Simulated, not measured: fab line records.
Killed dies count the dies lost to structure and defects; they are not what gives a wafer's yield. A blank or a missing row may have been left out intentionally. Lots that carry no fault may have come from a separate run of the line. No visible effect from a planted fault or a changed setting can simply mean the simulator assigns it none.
8D (eight disciplines) problem report, filled in by code -- flow n5 finfet -- the parts of the form that need people (team, actions taken, sign-off) are left out

== 1. WHAT WENT WRONG ==
Wafers without a fault read 125.0 s, standard deviation 0.51; run length s at N5_BEOL_M3_CO_CAP_55 reads a mean of 97.6 s on 3 wafers belonging to 3 lots. That is -54 standard deviations from the usual mean.
The step: material Co, precursor CCTBA/H2, target thk 2 nm, time 102.1 s.
Seen first at day 12 01:32 on cvd co-02, wafer L397.4. At this step, 19 wafers from 7 lots have a number in the record. The rule behind "out" and "out of limits": a value lying over 4 standard deviations away from the usual mean. The rest of the wafers with a number are treated as sound.

== 2. WHAT IT IS, AND WHAT IT ISN'T ==
question,is,is not
which readings at this step,run length s,heater power w
which lots,"L397, L399, L400","L390, L393, L398, L405"
which wafers of those lots,"L397.4, L399.6, L400.6","L397.3, L399.1, L399.3, L400.5"
read on which tools,cvd co-02,cvd co-01
when,from day 12 01:32,"up to then (10 sound wafers); but 6 sound wafers of L399, L400, L405 came after"

== 3. SUSPECTS, AND WHAT RULES EACH OUT ==
Counting: if a tool at a process step up to the reading ran every lot that is out, it stays a suspect. Sound lots after the first of them don't rule it out here, since some wafers of a struck lot are sound.
- cvd co-02 at N5_BEOL_M3_PRE_CLEAN_60 (time 15 s): kept. Every lot that is out went through it, the first being L397 (day 12 01:30); the last sound lot it ran before that was L398 (day 11 15:32).
- cvd co-02 at N5_BEOL_M3_CO_CAP_55 (material Co, precursor CCTBA/H2, target thk 2 nm, time 102.1 s): kept. Every lot that is out went through it, the first being L397 (day 12 01:32); the last sound lot it ran before that was L398 (day 11 15:34). On those wafers its own readings are out: run length s.
After counting, cvd co-02 at N5_BEOL_M3_PRE_CLEAN_60 and cvd co-02 at N5_BEOL_M3_CO_CAP_55 remain.

== 4. THE CAUSE (what the simulator had put in) ==
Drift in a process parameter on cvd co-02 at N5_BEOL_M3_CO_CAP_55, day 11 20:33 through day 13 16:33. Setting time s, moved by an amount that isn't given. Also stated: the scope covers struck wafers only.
2 suspects survive the count, and this tool is in that group.

== 5. SEQUENCE OF EFFECTS, ordered by route ==
Each row: a reading whose mean over the struck wafers that have a number lies more than 3 standard deviations from the usual. Only readings for which the record gives a usual standard deviation are gone through. hours: the time from each lot's start at the first step in this table that gives one to its start at this step, as a median over the lots. sigmas: the change in usual standard deviations.
hours,step,reading,usual,on struck wafers,change,sigmas
0,N5_BEOL_M3_CO_CAP_55,run length s,125.0 s,97.6,-27.4,-54
It contains these process steps:
- N5_BEOL_M3_CO_CAP_55: material Co, precursor CCTBA/H2, target thk 2 nm, time 102.1 s.
Readings that are blank on the struck wafers while sound wafers have them: susceptor temp C at N5_BEOL_M3_CO_CAP_55.
At these later measuring or inspecting steps, every struck wafer for which the step has a row has a number for every such reading, and none has moved that far: N5_BEOL_M4_RC_MEAS_101.

== 6. WHAT WOULD HAVE CAUGHT IT SOONER ==
5 hours passed between the start of the fault at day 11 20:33 and the first reading out of limits in this record, taken at day 12 01:32.
